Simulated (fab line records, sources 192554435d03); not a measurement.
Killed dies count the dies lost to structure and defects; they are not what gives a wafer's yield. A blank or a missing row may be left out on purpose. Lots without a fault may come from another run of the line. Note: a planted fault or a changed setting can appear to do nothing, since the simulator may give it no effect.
The tool behind it: which one? | flow n5_finfet | 14 lots with 42 wafers sampled at 5 steps, on a route of 1938 steps

== WHAT THE GAUGES READ, wafer by wafer ==
N5_BEOL_M4_RC_MEAS_101.
lot  | measured     | on        | CHAIN_V0_max_site (ohm/link) | DIBL_N (mV/V)  | DIBL_P (mV/V)  | IOFF_N (nA/um)    | IOFF_P (nA/um)    | ION_N (uA/um) | ION_P (uA/um) | SS_N (mV/dec)  | SS_P (mV/dec)  | VT_N (mV)         | VT_P (mV)
L108 | day 7 14:05  | prober-01 | 248 238 248                  | 36.3 35.6 36.4 | 35.8 34.9 35.2 | 0.162 0.149 0.160 | 0.194 0.182 0.188 | 674 654 655   | 458 449 453   | 71.9 71.7 71.4 | 73.4 73.3 74.0 | 249.4 250.6 249.2 | -251.8 -255.3 -251.0
L109 | day 8 04:02  | prober-02 | 259 245 244                  | 36.6 36.5 37.0 | 35.3 34.2 35.8 | 0.157 0.150 0.172 | 0.211 0.201 0.227 | 666 667 672   | 463 459 464   | 71.3 72.1 71.7 | 72.8 73.1 73.0 | 249.4 252.6 248.8 | -248.3 -251.7 -248.0
L111 | day 8 06:36  | prober-02 | ~588 ~588 ~588               | 37.0 35.4 34.7 | 37.7 36.0 35.2 | 0.187 0.150 0.138 | 0.214 0.183 0.173 | 688 673 665   | 461 456 456   | 72.5 71.9 71.7 | 73.3 73.1 72.8 | 246.9 251.1 250.6 | -248.0 -253.8 -253.1
L112 | day 8 20:59  | prober-01 | ~588 ~588 ~588               | 36.0 36.0 36.9 | 36.0 35.6 37.8 | 0.149 0.144 0.173 | 0.187 0.178 0.210 | 658 661 673   | 446 452 458   | 71.7 71.4 72.4 | 73.1 73.0 73.6 | 253.4 253.4 250.8 | -250.9 -251.6 -251.3
L116 | day 10 18:01 | prober-01 | 255 236 246                  | 36.1 35.7 37.2 | 37.7 37.2 39.5 | 0.172 0.164 0.199 | 0.219 0.210 0.248 | 683 677 689   | 464 464 465   | 71.6 72.1 72.6 | 73.4 73.6 75.0 | 248.2 248.6 244.6 | -248.6 -251.2 -247.5
L121 | day 11 14:11 | prober-02 | 231 243 247                  | 36.5 37.9 38.2 | 37.6 39.0 39.6 | 0.160 0.177 0.188 | 0.190 0.217 0.213 | 662 671 659   | 452 462 452   | 71.1 71.5 72.3 | 73.3 73.3 73.2 | 250.8 249.7 244.9 | -252.2 -253.4 -249.8
L122 | day 11 14:03 | prober-01 | 237 243 247                  | 37.2 36.6 36.7 | 36.8 36.3 36.4 | 0.174 0.165 0.160 | 0.223 0.218 0.224 | 675 671 678   | 460 460 467   | 72.2 71.4 72.6 | 73.9 73.3 73.4 | 251.4 248.3 253.3 | -249.7 -249.7 -249.6
L123 | day 11 19:55 | prober-02 | 243 228 249                  | 36.7 35.7 34.9 | 37.1 36.7 35.7 | 0.162 0.147 0.131 | 0.224 0.218 0.195 | 672 673 666   | 470 466 462   | 71.6 71.1 71.6 | 73.3 73.3 73.3 | 249.7 252.8 253.9 | -247.1 -246.9 -247.2
L124 | day 12 05:11 | prober-02 | 248 237 223                  | 36.0 34.2 35.2 | 36.7 33.7 34.7 | 0.159 0.129 0.141 | 0.232 0.190 0.192 | 679 669 663   | 466 463 457   | 72.1 71.5 71.1 | 73.3 72.7 72.7 | 249.3 251.4 250.4 | -248.2 -248.6 -251.4
L126 | day 12 16:58 | prober-01 | 223 243 244                  | 33.7 32.4 34.8 | 35.5 33.5 36.5 | 0.131 0.114 0.151 | 0.181 0.160 0.200 | 664 662 660   | 458 455 454   | 71.2 71.1 70.9 | 72.7 72.2 73.3 | 252.4 254.5 249.7 | -252.3 -253.9 -249.8
L125 | day 12 18:50 | prober-02 | 238 236 234                  | 35.7 35.6 35.6 | 36.6 36.9 36.2 | 0.176 0.173 0.174 | 0.214 0.209 0.202 | 678 675 682   | 460 461 459   | 71.9 72.3 72.5 | 73.4 73.1 73.6 | 248.0 249.2 247.9 | -253.1 -250.9 -251.1
L127 | day 12 22:29 | prober-01 | 253 249 240                  | 36.5 35.7 34.4 | 36.7 35.6 34.3 | 0.186 0.168 0.150 | 0.219 0.209 0.187 | 677 691 681   | 459 464 463   | 71.7 71.4 71.3 | 73.8 73.6 73.1 | 248.8 247.4 251.1 | -249.0 -251.4 -252.3
L128 | day 12 22:19 | prober-02 | 241 246 233                  | 38.6 36.9 39.0 | 37.3 36.2 37.4 | 0.201 0.162 0.196 | 0.240 0.213 0.229 | 679 664 666   | 465 454 460   | 71.2 70.9 71.8 | 73.5 73.0 73.7 | 245.6 249.2 246.6 | -246.5 -248.0 -249.1
L131 | day 13 19:11 | prober-02 | 249 233 239                  | 36.3 36.1 38.6 | 38.1 38.3 40.1 | 0.159 0.160 0.200 | 0.214 0.214 0.258 | 680 672 682   | 465 465 469   | 71.2 71.2 72.3 | 73.8 73.3 74.7 | 251.0 251.5 247.2 | -251.5 -250.7 -249.7

N5_BEOL_M5_THK_MEAS_01.
lot  | measured     | on            | M5_ILD_THK (nm)
L108 | day 7 15:38  | film_metro-02 | 119.9 120.2 121.5
L109 | day 8 05:26  | film_metro-01 | 119.5 121.9 121.4
L111 | day 8 08:09  | film_metro-02 | 118.8 120.9 121.3
L112 | day 8 22:32  | film_metro-01 | 119.8 119.3 120.1
L116 | day 10 19:14 | film_metro-02 | 120.2 123.9 123.2
L121 | day 11 15:46 | film_metro-02 | 119.4 119.3 122.3
L122 | day 11 15:17 | film_metro-02 | 120.4 122.7 123.1
L123 | day 11 21:27 | film_metro-01 | 118.7 118.7 120.4
L124 | day 12 06:43 | film_metro-01 | 119.3 120.6 118.5
L126 | day 12 18:30 | film_metro-02 | 119.9 121.7 121.1
L125 | day 12 20:23 | film_metro-01 | 120.8 120.1 121.1
L127 | day 13 00:18 | film_metro-02 | 121.0 120.8 122.0
L128 | day 12 23:42 | film_metro-01 | 118.9 118.8 121.6
L131 | day 13 20:44 | film_metro-02 | 118.3 118.1 120.4

== WHAT TOOL EACH LOT RAN ON (gives the tool, then ch and the chambers of the sampled wafers, and finally the start) ==
lot  | N5_BEOL_M1_ETCH_70                 | N5_BEOL_M4_SPUTTER_90        | N5_BEOL_M4_ANNEAL_93
L108 | rie_diel-05 ch 0,2, day 6 03:37    | pvd_sputter-02, day 7 12:01  | pvd_sputter-02, day 7 12:19
L109 | rie_diel-05 ch 1,2, day 6 18:42    | pvd_sputter-02, day 8 01:50  | pvd_sputter-02, day 8 02:08
L111 | rie_diel-05 ch 0,1, day 6 21:41    | pvd_sputter-02, day 8 04:48  | pvd_sputter-02, day 8 05:06
L112 | rie_diel-05 ch 1,2,3, day 7 09:53  | pvd_sputter-02, day 8 19:14  | pvd_sputter-02, day 8 19:32
L116 | rie_diel-06 ch 2,3, day 9 07:29    | pvd_sputter-03, day 10 15:39 | pvd_sputter-03, day 10 15:57
L121 | rie_diel-06 ch 0,1,3, day 9 18:29  | pvd_sputter-01, day 11 12:03 | pvd_sputter-01, day 11 12:21
L122 | rie_diel-02 ch 0,1,3, day 10 01:05 | pvd_sputter-03, day 11 11:59 | pvd_sputter-03, day 11 12:17
L123 | rie_diel-02 ch 1,3, day 10 04:50   | pvd_sputter-01, day 11 18:10 | pvd_sputter-01, day 11 18:28
L124 | rie_diel-02 ch 0,1,3, day 10 16:08 | pvd_sputter-03, day 12 03:14 | pvd_sputter-03, day 12 03:32
L126 | rie_diel-02 ch 0,2,3, day 11 01:37 | pvd_sputter-03, day 12 15:09 | pvd_sputter-03, day 12 15:27
L125 | rie_diel-05 ch 0,1,2, day 11 06:41 | pvd_sputter-03, day 12 16:59 | pvd_sputter-03, day 12 17:17
L127 | rie_diel-05 ch 1,2, day 11 07:04   | pvd_sputter-01, day 12 20:32 | pvd_sputter-01, day 12 20:50
L128 | rie_diel-02 ch 0,3, day 11 12:14   | pvd_sputter-02, day 12 20:25 | pvd_sputter-02, day 12 20:43
L131 | rie_diel-06 ch 1,2,3, day 12 05:40 | pvd_sputter-02, day 13 16:46 | pvd_sputter-02, day 13 17:04
- N5_BEOL_M1_ETCH_70: etches SOC in N2/H2, target depth 80 nm, overetch 16 nm, time 120 s.
- N5_BEOL_M4_SPUTTER_90: material Cu, target thk 4.5 nm, time 8.29 s.
- N5_BEOL_M4_ANNEAL_93: time 240 s.

== AS READ BY THE TOOLS THEMSELVES (means over the sampled wafers that have a number; for cases with no such wafer, the mark the record gives instead) ==
N5_BEOL_M1_ETCH_70.
lot  | tool        | drypump_motor_current_A (A) | oes_product_au (a.u.) | rf_vpp_V (V) | showerhead_plenum_p_Torr (Torr) | throttle_valve_pct (%)
L108 | rie_diel-05 | 5.5                         | 0.56                  | 522.8        | 2.53                            | 18.09
L109 | rie_diel-05 | 5.5                         | 0.58                  | 524.4        | 2.58                            | 18.17
L111 | rie_diel-05 | 5.7                         | 0.53                  | 524.2        | 2.56                            | 17.94
L112 | rie_diel-05 | 5.6                         | 0.54                  | 522.6        | 2.53                            | 18.15
L116 | rie_diel-06 | 6.6                         | 0.62                  | 523.3        | 2.49                            | 17.78
L121 | rie_diel-06 | 6.0                         | 0.61                  | 522.0        | 2.50                            | 17.75
L122 | rie_diel-02 | 5.8                         | 0.64                  | 527.3        | 2.65                            | 17.83
L123 | rie_diel-02 | 5.9                         | 0.61                  | 526.2        | 2.63                            | 17.84
L124 | rie_diel-02 | 5.7                         | 0.64                  | 526.1        | 2.65                            | 17.84
L126 | rie_diel-02 | 5.6                         | 0.65                  | 525.0        | 2.59                            | 17.70
L125 | rie_diel-05 | 5.6                         | 0.60                  | 524.9        | 2.55                            | 17.95
L127 | rie_diel-05 | 5.5                         | 0.56                  | 523.4        | 2.56                            | 18.22
L128 | rie_diel-02 | 5.6                         | 0.67                  | 527.1        | 2.66                            | 17.83
L131 | rie_diel-06 | 6.2                         | 0.58                  | 521.5        | 2.47                            | 17.86

N5_BEOL_M4_SPUTTER_90.
lot  | tool           | substrate_temp_c (C) | throttle_valve_pct (%)
L108 | pvd_sputter-02 | -19.97               | 29.7
L109 | pvd_sputter-02 | -20.02               | 29.6
L111 | pvd_sputter-02 | -19.97               | 29.5
L112 | pvd_sputter-02 | -19.91               | 29.7
L116 | pvd_sputter-03 | -20.00               | 28.9
L121 | pvd_sputter-01 | -19.94               | 29.7
L122 | pvd_sputter-03 | -20.14               | 29.1
L123 | pvd_sputter-01 | -20.08               | 30.3
L124 | pvd_sputter-03 | -19.96               | 29.5
L126 | pvd_sputter-03 | -19.94               | 28.9
L125 | pvd_sputter-03 | -19.96               | 30.8
L127 | pvd_sputter-01 | -19.98               | 29.9
L128 | pvd_sputter-02 | -20.02               | 29.9
L131 | pvd_sputter-02 | -19.90               | 29.1

N5_BEOL_M4_ANNEAL_93.
lot  | tool           | heater_power_w (W) | susceptor_temp_C_max
L108 | pvd_sputter-02 | 845                | 400.5
L109 | pvd_sputter-02 | 864                | 401.2
L111 | pvd_sputter-02 | 832                | 400.7
L112 | pvd_sputter-02 | 836                | 400.6
L116 | pvd_sputter-03 | 788                | 401.1
L121 | pvd_sputter-01 | 773                | 401.3
L122 | pvd_sputter-03 | 792                | 401.2
L123 | pvd_sputter-01 | 816                | 401.2
L124 | pvd_sputter-03 | 813                | 401.2
L126 | pvd_sputter-03 | 793                | 401.0
L125 | pvd_sputter-03 | 815                | 401.3
L127 | pvd_sputter-01 | 753                | 401.0
L128 | pvd_sputter-02 | 831                | 400.7
L131 | pvd_sputter-02 | 850                | 400.8

== THE ANSWER, worked out from the rows above alone ==
Rule: the lots themselves supply what counts as usual. The widest of any qualifying gaps counts: lots, ordered by their means at a reading, are off when they make up no more than a third of the lots, leave a main group of 4 or more, and stand apart from it by 3 or more times the standard deviation of that group's means. A main group whose means are all the same, to the digits that the tables above print for the reading, isn't used. Also off: a lot with no number at a reading for which 4 or more lots have one. The other lots that the step has rows for count as sound. After the gauges, taken in route order, come the tools' own readings; for these a lot's mean is taken, as printed above. The first step at which some lot is off is used, and at that step the reading that is off furthest; a lot without a number counts as furthest.
Off: L111, L112, at N5_BEOL_M4_RC_MEAS_101 (CHAIN_V0_max_site). Without a number there: L111, L112. The main group: mean 242 ohm/link, standard deviation 4.2.
A tool fits if, at a process step before that reading, it ran every lot that is off, and no sound lot after the first of them. The gauges at N5_BEOL_M4_RC_MEAS_101 are tried like those tools. Not one of the candidates tried fits.

== WHAT HAD BEEN PUT IN BY THE SIMULATOR ==
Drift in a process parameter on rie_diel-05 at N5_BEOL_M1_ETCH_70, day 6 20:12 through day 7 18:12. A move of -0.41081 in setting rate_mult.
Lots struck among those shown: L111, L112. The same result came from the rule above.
